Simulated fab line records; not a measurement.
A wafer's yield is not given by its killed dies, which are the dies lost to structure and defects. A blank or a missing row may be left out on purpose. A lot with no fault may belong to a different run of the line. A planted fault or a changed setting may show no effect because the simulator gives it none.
fab line records + flow n5_finfet
record:
- lots: 3
- wafers: 9
- last_day: 15
route steps=1938 shown BEOL_M0_SAQP@652 BEOL_M0_CUTY@710 BEOL_M4@1111 PASSIVATION@1936
lots with no fault: from the same line, run without faults
start_h: hours from the record's opening day to when the first of the lot's shown wafers began + wait_h: hours since the lot's step before + " as in the row above + L1.1+2: one row covering several wafers at once + - no value present, or no start provided + * or withheld: withheld + < > ~ a bound
route shown NAME@n: a module of which the file shows steps, and the number in the route of the first + usual: mean and standard deviation over wafers with no fault + same: alike in all rows + chamber/n: place in a boat + sites: each site's reading + _std_site: the standard deviation of these + _edge_site: outer sites' mean less inner sites' + radius_mm: how far each site lies from the wafer's centre + mask NAME#n: copy n + behind: the last tool/chamber to shape the wafer + hold: why the lot went on hold/how many hours it stayed there/how the hold came to an end + device: which transistor (n, p or np) failed to switch + end of line: tests of these same wafers at the route's end + step lacking rows: just its recipe + killed: not the wafer's yield, but the dies lost to structure and defects at the first sort + map: a wafer's dies, marking killed ones x, the rest . and places with no die _
set.NAME: setting as actually run; set.NAME@STEP: the setting as run at that earlier step + model.NAME: the simulator's own value behind a step, which no gauge read
certain route steps with their lots: each step a table, each wafer a row
services: a tool's chamber out of use, with start hour (start_h, from the record's first day; less than 0 if before it), hours out, and reason
== steps ==
step: N5_BEOL_M0_SAQP_DESCUM_19
recipe:
- chemistry: O2
- time_s: 7.9
- source_power_w: 50
- bias_power_w: 20
- pressure_mtorr: 20
- rf_frequency_hz: 2.712e+07
- temp_c: 40
- resist: CAR-ArF
- o2_flow_sccm: 225
step: N5_BEOL_M0_SAQP_ETCH_83
recipe:
- chemistry: CF4
- target: SiARC
- target_depth_a: 390
- mask_material: CAR-ArF
- time_s: 65
- ion_energy_ev: 80
- pressure_mtorr: 40
- source_w: 545
- bias_w: 36
- Ar_flow_sccm: 100
- cf4_flow_sccm: 100
- ends: cleared
step: N5_BEOL_M0_SAQP_ETCH_84
recipe:
- chemistry: N2/H2
- target: SOC
- target_depth_a: 1000
- overetch_a: 200
- mask_material: SiARC
- temp_c: 40
- time_s: 150
- ion_energy_ev: 200
- pressure_mtorr: 30
- source_w: 840
- bias_w: 150
- n2_flow_sccm: 200
- h2_flow_sccm: 200
step: N5_BEOL_M0_SAQP_STRIP_80
recipe:
- chemistry: N2/H2
- temp_c: 40
- n2_flow_sccm: 200
- h2_flow_sccm: 200
- rf_frequency_hz: 6e+07
step: N5_BEOL_M0_SAQP_HM_OPEN_112
recipe:
- chemistry: CHF3/O2
- target: SiO2
- stop_on: a-Si
- target_depth_a: 120
- over_etch_frac: 1.25
- mask_material: SOC
- time_s: 13.5
- pressure_mtorr: 30
- source_w: 650
- bias_w: 170
- Ar_flow_sccm: 200
- CHF3_flow_sccm: 50
- O2_flow_sccm: 5
- ion_energy_ev: 200
- ends: end_point
step: N5_BEOL_M0_SAQP_STRIP_113
recipe:
- chemistry: CHF3/O2
- resist: SiARC
- rf_frequency_hz: 6e+07
step: N5_BEOL_M0_SAQP_MANDREL_ETCH_20
recipe:
- target_depth_a: 600
- chemistry: HBr/Cl2
- target: a-Si
- stop_on: SiNx
- bt_time_s: 10
- mask_material: SOC
- over_etch_frac: 0.5
- time_s: 30
- pressure_mtorr: 10
- icp_w: 800
- bias_w: 75
- HBr_flow_sccm: 150
- Cl2_flow_sccm: 80
- ends: end_point
step: N5_BEOL_M0_SAQP_STRIP_86
recipe:
- chemistry: N2/H2
- power_w: 500
- temp_c: 40
- pressure_mtorr: 50
- rf_frequency_hz: 6e+07
- overash_fraction: 0.3
- bias_power_w: 28
- h2_frac: 0.5
- n2_flow_sccm: 300
- h2_flow_sccm: 300
step: N5_BEOL_M0_SAQP_STRIP_115
recipe:
- chemistry: post_etch_residue_remover
- time_s: 60
- temp_c: 25
- remover_ph: withheld
- remover_water_wt_pct: withheld
- remover_fluoride_wt_pct: withheld
step: N5_BEOL_M0_SAQP_SRD_93
recipe:
- dry: ipa_marangoni
- time_s: 30
- temp_c: 23
- rinse_liquid: diw
step: N5_BEOL_M0_SAQP_RECESS_114
recipe:
- chemistry: HF/NH3
- target: SiO2
- target_depth_a: 144
- afs_cycles: 3
- temp_c: 30
- sublimation_temp_c: 180
- sublimation_time_s: 60
step: N5_BEOL_M0_SAQP_SPACER1_ALD_98
recipe:
- material: SiO2
- target_thk_a: 128
- temp_c: 300
- ald_precursor_family: BDEAS
- ald_co_reactant: O2-plasma
- pulse_time_s: 1
- purge_time_s: 2
- co_reactant_purge_time_s: 2
- ald_cycles: 138
- pressure_torr: 2
usual:
- heater_power_w: 498/38
- precursor_pulse_height_rel: 0.999/0.019
| lot.wafer | tool       | chamber | start_h | wait_h | heater_power_w | precursor_pulse_height_rel | since_wet_clean_h |
|-----------|------------|---------|---------|--------|----------------|----------------------------|-------------------|
| L283.1    | ald_sin-04 | 0       | 129.43  | 0.8    | 527            | 0.981                      | 122               |
| L283.3    | "          | 2       | "       | "      | 501            | 1.010                      | 122               |
| L283.6    | "          | 1       | "       | "      | 422            | 1.009                      | -                 |
| L293.2    | ald_sin-04 | 0       | 188.96  | 0.5    | 525            | 1.031                      | 181               |
| L293.4    | "          | 3       | "       | "      | 478            | 1.028                      | 181               |
| L293.5    | "          | 3       | "       | "      | 472            | 0.980                      | -                 |
| L294.1    | ald_sin-01 | 3       | 192.73  | 0.3    | 541            | 0.993                      | 92                |
| L294.3    | "          | 1       | "       | "      | 431            | 0.963                      | 92                |
| L294.6    | "          | 3       | "       | "      | 541            | 1.013                      | -                 |
step: N5_BEOL_M0_SAQP_SPACER1_ETCHBACK_99
recipe:
- chemistry: CHF3/O2
- mode: anisotropic_etchback
- target: SiO2
- target_depth_a: 154
- time_s: 7.7
- pressure_mtorr: 30
- source_w: 650
- bias_w: 170
- Ar_flow_sccm: 200
- CHF3_flow_sccm: 50
- O2_flow_sccm: 5
- ion_energy_ev: 200
step: N5_BEOL_M0_SAQP_MANDREL1_REMOVE_100
recipe:
- chemistry: HBr/Cl2/O2
- bt_time_s: 10
- target: a-Si
- stop_on: SiNx
- endpoint: OES-SiCl
- over_etch_frac: 0.85
- icp_w: 600
- bias_w: 30
- HBr_flow_sccm: 150
- Cl2_flow_sccm: 80
- O2_flow_sccm: 5
- pressure_mtorr: 10
step: N5_BEOL_M0_SAQP_ETCH_101
recipe:
- chemistry: CH3F/O2
- target: SiNx
- mask_material: SiO2
- target_depth_a: 299
- time_s: 42.7
- pressure_mtorr: 30
- source_w: 395
- bias_w: 73
- Ar_flow_sccm: 150
- CH3F_flow_sccm: 30
- O2_flow_sccm: 20
- ion_energy_ev: 120
step: N5_BEOL_M0_SAQP_ETCH_102
recipe:
- chemistry: CF4
- target: SiO2
- target_depth_a: 40
- ion_energy_ev: 350
- time_s: 4.4
- pressure_mtorr: 10
- icp_w: 800
- bias_w: 400
- cf4_flow_sccm: 80
step: N5_BEOL_M0_SAQP_MANDREL_ETCH_103
recipe:
- chemistry: HBr/Cl2
- target: a-Si
- target_depth_a: 450
- bt_time_s: 10
- stop_on: SiCN
- mask_material: SiO2
- over_etch_frac: 0.8
- time_s: 27
- pressure_mtorr: 10
- icp_w: 800
- bias_w: 75
- HBr_flow_sccm: 150
- Cl2_flow_sccm: 80
- ends: end_point
step: N5_BEOL_M0_SAQP_RECESS_104
recipe:
- chemistry: HF/NH3
- target: SiO2
- target_depth_a: 180
- afs_cycles: 3
- temp_c: 30
- sublimation_temp_c: 180
- sublimation_time_s: 60
step: N5_BEOL_M0_SAQP_COAT_105
recipe:
- resist: SOC
- temp_c: 250
- time_s: 60
- spin_rpm: 1500
- resist_thk_nm: 100
step: N5_BEOL_M0_SAQP_ETCH_106
recipe:
- chemistry: N2/H2
- target: SOC
- target_depth_a: 1500
- stop_on: SiNx
- ion_energy_ev: 100
- bias_w: 61
- pressure_mtorr: 30
- source_w: 850
- n2_flow_sccm: 200
- h2_flow_sccm: 200
step: N5_BEOL_M0_SAQP_ETCH_107
recipe:
- chemistry: CH3F/O2
- target: SiNx
- target_depth_a: 300
- mask_material: SOC
- pressure_mtorr: 30
- source_w: 395
- bias_w: 73
- Ar_flow_sccm: 150
- CH3F_flow_sccm: 30
- O2_flow_sccm: 20
- ion_energy_ev: 120
step: N5_BEOL_M0_SAQP_STRIP_108
recipe:
- chemistry: N2/H2
- power_w: 500
- temp_c: 40
- pressure_mtorr: 50
- rf_frequency_hz: 6e+07
- overash_fraction: 0.3
- bias_power_w: 28
- h2_frac: 0.5
- n2_flow_sccm: 300
- h2_flow_sccm: 300
step: N5_BEOL_M0_SAQP_RECESS_109
recipe:
- chemistry: HF/NH3
- target: SiO2
- target_depth_a: 30
- afs_cycles: 1
- temp_c: 30
- sublimation_temp_c: 180
- sublimation_time_s: 60
step: N5_BEOL_M0_SAQP_SPACER2_ALD_26
recipe:
- material: SiO2
- target_thk_a: 150
- temp_c: 300
- ald_precursor_family: BDEAS
- ald_co_reactant: O2-plasma
- pulse_time_s: 1
- purge_time_s: 2
- co_reactant_purge_time_s: 2
- pressure_torr: 2
step: N5_BEOL_M0_SAQP_SPACER2_ETCHBACK_27
recipe:
- chemistry: CHF3/O2
- mode: anisotropic_etchback
- target: SiO2
- target_depth_a: 225
- time_s: 11.25
- pressure_mtorr: 30
- source_w: 650
- bias_w: 170
- Ar_flow_sccm: 200
- CHF3_flow_sccm: 50
- O2_flow_sccm: 5
- ion_energy_ev: 200
step: N5_BEOL_M0_SAQP_MANDREL2_REMOVE_110
recipe:
- chemistry: HBr/Cl2/O2
- bt_time_s: 10
- target: a-Si
- stop_on: SiCN
- endpoint: OES-SiCl
- over_etch_frac: 1
- icp_w: 600
- bias_w: 30
- HBr_flow_sccm: 150
- Cl2_flow_sccm: 80
- O2_flow_sccm: 5
- pressure_mtorr: 10
step: N5_BEOL_M0_SAQP_COAT_69
recipe:
- resist: SOC
- temp_c: 250
- time_s: 60
- spin_rpm: 1500
- resist_thk_nm: 90
step: N5_BEOL_M0_SAQP_COAT_72
recipe:
- resist: SiARC
- temp_c: 220
- time_s: 60
- spin_rpm: 1500
- resist_thk_nm: 15
step: N5_BEOL_M0_SAQP_COAT_87
recipe:
- resist: underlayer
- temp_c: 205
- time_s: 60
- spin_rpm: 1500
- resist_thk_nm: 5
step: N5_BEOL_M0_SAQP_COAT_34
recipe:
- resist: CAR-EUV
- spin_rpm: 1500
- resist_thk_nm: 30
step: N5_BEOL_M0_SAQP_EBR_36
recipe:
- solvent: PGMEA
- ebr_width_mm: 1.5
step: N5_BEOL_M0_SAQP_SOFTBAKE_35
recipe:
- temp_c: 110
- time_s: 60
- resist: CAR-EUV
step: N5_BEOL_M0_SAQP_EXPOSE_37
recipe:
- mask_id: M0_CUT1
- na: 0.33
- source_shape: annular
- sigma_inner: 0.35
- sigma_outer: 0.8
- polarization: unpolarized
- target_cd_nm: 30
- dose_mj: 44.75
step: N5_BEOL_M0_SAQP_PEB_38
recipe:
- peb_temp_c: 100
- peb_time_s: 60
- resist: CAR-EUV
step: N5_BEOL_M0_SAQP_DEVELOP_39
recipe:
- develop_time_s: 30
- developer: TMAH
- resist: CAR-EUV
- rinse_liquid: surfactant_rinse
- dry: air_spin
- dev_temp_c: 23
step: N5_BEOL_M0_SAQP_INSPECT_42
recipe:
- mode: adi
- inspect_instrument: brightfield
usual:
- raw_defect_count: 296/100
| lot.wafer | tool              | chamber | start_h | wait_h | raw_defect_count |
|-----------|-------------------|---------|---------|--------|------------------|
| L283.1    | defect_inspect-01 | -       | 132.70  | 0.1    | 237              |
| L283.3    | "                 | -       | "       | "      | 299              |
| L283.6    | "                 | -       | "       | "      | 226              |
| L293.2    | defect_inspect-01 | -       | 191.79  | 0.0    | 374              |
| L293.4    | "                 | -       | "       | "      | 651              |
| L293.5    | "                 | -       | "       | "      | 676              |
| L294.1    | defect_inspect-01 | -       | 195.66  | 0.1    | 245              |
| L294.3    | "                 | -       | "       | "      | 252              |
| L294.6    | "                 | -       | "       | "      | 287              |
step: N5_BEOL_M0_SAQP_DESCUM_45
recipe:
- chemistry: O2
- time_s: 7
- source_power_w: 50
- bias_power_w: 20
- pressure_mtorr: 20
- rf_frequency_hz: 2.712e+07
- temp_c: 40
- resist: CAR-EUV
- o2_flow_sccm: 225
step: N5_BEOL_M0_CUTY_INSPECT_59
recipe:
- mode: adi
- inspect_instrument: macro
usual:
- raw_defect_count: 1.9/1.4
| lot.wafer | tool              | chamber | start_h | wait_h | raw_defect_count |
|-----------|-------------------|---------|---------|--------|------------------|
| L283.1    | defect_inspect-02 | -       | 134.14  | 0.0    | 0                |
| L283.3    | "                 | -       | "       | "      | 1                |
| L283.6    | "                 | -       | "       | "      | 1                |
| L293.2    | defect_inspect-01 | -       | 193.18  | 0.0    | 1                |
| L293.4    | "                 | -       | "       | "      | >300             |
| L293.5    | "                 | -       | "       | "      | >300             |
| L294.1    | defect_inspect-01 | -       | 197.07  | 0.0    | 4                |
| L294.3    | "                 | -       | "       | "      | 0                |
| L294.6    | "                 | -       | "       | "      | 3                |
step: N5_BEOL_M4_RC_MEAS_101
usual:
- DIBL_N: 36.0/1.8
- DIBL_P: 36.3/2.4
- IOFF_N: 0.16/0.035
- IOFF_P: 0.21/0.036
- ION_N: 673/13
- ION_P: 461/7.2
- SS_N: 71.4/0.6
- SS_P: 73.2/0.7
- VT_N: 250/4
- VT_P: -250.9/2.9
| lot.wafer | tool      | chamber | start_h | wait_h | DIBL_N[mV/V] | DIBL_P[mV/V] | IOFF_N[nA/um] | IOFF_P[nA/um] | ION_N[uA/um] | ION_P[uA/um] | SS_N[mV/dec] | SS_P[mV/dec] | VT_N[mV] | VT_P[mV] |
|-----------|-----------|---------|---------|--------|--------------|--------------|---------------|---------------|--------------|--------------|--------------|--------------|----------|----------|
| L283.1    | prober-02 | 0       | 194.97  | 0.0    | 34.8         | 34.2         | 0.16          | 0.22          | 692          | 476          | 71.2         | 72.6         | 246      | -250.6   |
| L283.3    | "         | 0       | "       | "      | 33.9         | 33.1         | 0.14          | 0.19          | 676          | 468          | 70.9         | 72.6         | 249      | -250.0   |
| L283.6    | "         | 0       | "       | "      | 33.1         | 32.1         | 0.13          | 0.19          | 667          | 463          | 70.6         | 72.4         | 250      | -249.9   |
| L294.1    | prober-02 | 0       | 249.99  | 0.0    | 33.9         | 33.6         | 0.14          | 0.19          | 684          | 466          | 71.4         | 72.8         | 249      | -251.7   |
| L294.3    | "         | 0       | "       | "      | 33.0         | 32.7         | 0.11          | 0.18          | 661          | 459          | 71.2         | 72.5         | 255      | -251.2   |
| L294.6    | "         | 0       | "       | "      | 33.7         | 32.8         | 0.13          | 0.19          | 664          | 455          | 70.8         | 72.1         | 253      | -249.0   |
| L293.2    | prober-01 | 0       | 250.27  | 0.2    | 35.8         | 36.5         | 0.15          | 0.23          | 676          | 464          | 71.2         | 73.2         | 251      | -247.1   |
| L293.4    | "         | 0       | "       | "      | 35.6         | 35.1         | 0.15          | 0.21          | 662          | 458          | 71.7         | 72.4         | 251      | -247.1   |
| L293.5    | "         | 0       | "       | "      | 34.5         | 34.2         | 0.13          | 0.20          | 673          | 464          | 71.3         | 72.0         | 252      | -248.3   |
step: N5_PASSIVATION_PROBE_49
usual:
- defect_limited_yield: 91.2/1.4
- killed_at_M0_to_M3: 35/11
- killed_at_M4_up: 14/5.6
- killed_at_contacts: 12/5.6
- killed_at_front_end: 38/11
- killed_at_other: 4/3.4
- killed_dies: 103/17
- killed_on_rim: 13/3.5
- killed_open: 68/12
- killed_short: 33/8.8
- sort_bin_5_function: 5.1/0.89
- sort_bin_6_memory: 3.3/0.71
- sort_n_pass: 1077/17
- sort_yield_pct: 91.2/1.4
same:
- gross_dies: 1180
- killed_at_back_side: 0
- sort_bin_4_leakage[%]: 0
- sort_bin_8_speed[%]: 0
| lot.wafer | tool      | chamber | start_h | wait_h | defect_limited_yield[%] | killed_at_M0_to_M3 | killed_at_M4_up | killed_at_contacts | killed_at_front_end | killed_at_other | killed_dies | killed_on_rim | killed_open | killed_short | sort_bin_5_function[%] | sort_bin_6_memory[%] | sort_n_pass | sort_yield_pct[%] |
|-----------|-----------|---------|---------|--------|-------------------------|--------------------|-----------------|--------------------|---------------------|-----------------|-------------|---------------|-------------|--------------|------------------------|----------------------|-------------|-------------------|
| L293.4    | prober-02 | -       | 353.27  | 0.2    | 82.8                    | 137                | 4               | 20                 | 34                  | 8               | 203         | 15            | 73          | 27           | 11.8                   | 3.8                  | 977         | 82.8              |
| L293.5    | prober-02 | -       | 353.32  | 0.2    | 82.3                    | 133                | 9               | 22                 | 35                  | 10              | 209         | 14            | 62          | 34           | 11.7                   | 4.7                  | 971         | 82.3              |
killed by level:class
L293.4 BEOL_M0_SAQP:unspecified=99 MOL_CONTACT_COAG:geometric_particle:open=15 BEOL_M1:geometric_particle:open=11 BEOL_M2:geometric_particle:open=10 STI_FIN_REVEAL:geometric_particle:open=9 FIN_SAQP:geometric_particle:short=6 MIM_TOP:geometric_particle:open=5 GATE_CUT:geometric_particle:short=4
L293.5 BEOL_M0_SAQP:unspecified=110 MOL_CONTACT_COAG:geometric_particle:open=17 DUMMY_GATE:geometric_particle:open=7 GATE_CUT:geometric_particle:short=5 BEOL_M2:geometric_particle:open=5 MIM_TOP_ETCH:geometric_particle:open=5 MOL_CONTACT_COAG:geometric_particle:short=4 BEOL_M0_SAQP:geometric_particle:short=4
map L293.5 (x killed, . not)
_________________............________________
______________............x...x._____________
___________....x........x..........__________
__________............x....x........_________
________...........x.xx...xxxx.x......_______
_______...........xxxxxxxxxxx..........______
______..x...x......xxxxxxxxxxx.xxx......_____
_____.......x....x.xxxxxxxxxxx...........____
____....xxx.....xxxxxxxxxxxxxx..x.........___
___.........x...xx.xxxxxxxxx...............__
___............x..xxxxxxxxxxxxx........x...__
__...x........x...xxxxxxxxxxx......x........_
__........x........xxxxxxxxxx.xx...........x_
_....x..x.........x..xxxxx.xx.............x..
_......x...........x..xx.x..x.........x......
_.......x...........x....x.xxx.........x.....
_x...........x......x.......xx...............
_x.....x...x...........x...............x.....
_xx...................x....x.................
_.......x..........x................x........
_..........................................xx
__........x....x...............x...x....x..._
__..........xx......x....xxx..............x._
___.....x................................xx__
___................x.......................__
____.x....................x......x........___
_____.......x.......x....................____
______...x..........xx.x.......x...x...._____
_______.........................x......______
________......x......x..........x....x_______
__________..x.........x............x_________
___________..........x.........x...__________
______________.................._____________
_________________.......x....________________
map L283.1 (x killed, . not)
_________________x..x.x...x..________________
______________.....x............_____________
___________......x......x..........__________
__________...x....x.x.x...x......x.._________
________.........x...x........x......._______
_______..............x.x.............x.______
______........x...x..x...x.............x_____
_____...........xx....x.x........xx......____
____x....................x..x.....x.......___
___......x....x..x..x.....x................__
___..........x.x...x.x.....................__
__....................x....................._
__..........x......x.......................x_
_..............x.......x...x.....x.......x...
_x.x....x...xx.........x.......x.....x...xx..
_...xx............x.........x................
_..........................x........x........
_x..........xxx...x....x.....x...x...........
_...x.............x.....................x....
_.......x...x..x........................x..x.
_....x.....x..........x......................
__..............x.x.....................x..._
__.....x.....x.....x........xx.....x.....x.._
___.....x........xx..........xx.x..........__
___..x..........x............x.............__
____....x.................................___
_____.x......x..x...........x..x.........____
______x...................x..........x.._____
_______.............................xx.______
________x......x..x...............x..x_______
__________.........xx..............._________
___________.....x................x.__________
______________.x...x....x....x.._____________
_________________............________________
== services ==
| tool       | chamber | start_h | hours | kind |
|------------|---------|---------|-------|------|
| ald_sin-01 | -       | 178.71  | 0.8   | pm   |
== key ==
first_sign:
- step: N5_BEOL_M0_SAQP_INSPECT_42
- reading: raw_defect_count
- direction: up
- sigmas: 3.7
- usual: 296
- struck: 664
effect:
- step: N5_BEOL_M0_CUTY_INSPECT_59
- reading: raw_defect_count
- direction: up
- sigmas: 99+
- usual: 1.9
- struck: >300
effect:
- step: N5_PASSIVATION_PROBE_49
- reading: killed_at_M0_to_M3
- direction: up
- sigmas: 9.4
- usual: 35
- struck: 135
more_kills_born_at:
- N5_BEOL_M0_SAQP_SPACER1_ALD_98@ald_sin-04: 209
met_at N5_BEOL_M0_SAQP_SPACER1_ALD_98
struck_wafers L293.4,L293.5
fault:
- kind: chamber_particle_source
- tool: ald_sin-04
- chamber: 3
- onset_h: 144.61
- steps: N5_BEOL_M0_SAQP_SPACER1_ALD_98
- rate_per_visit_cm2: 0.64216
- end_h: 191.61
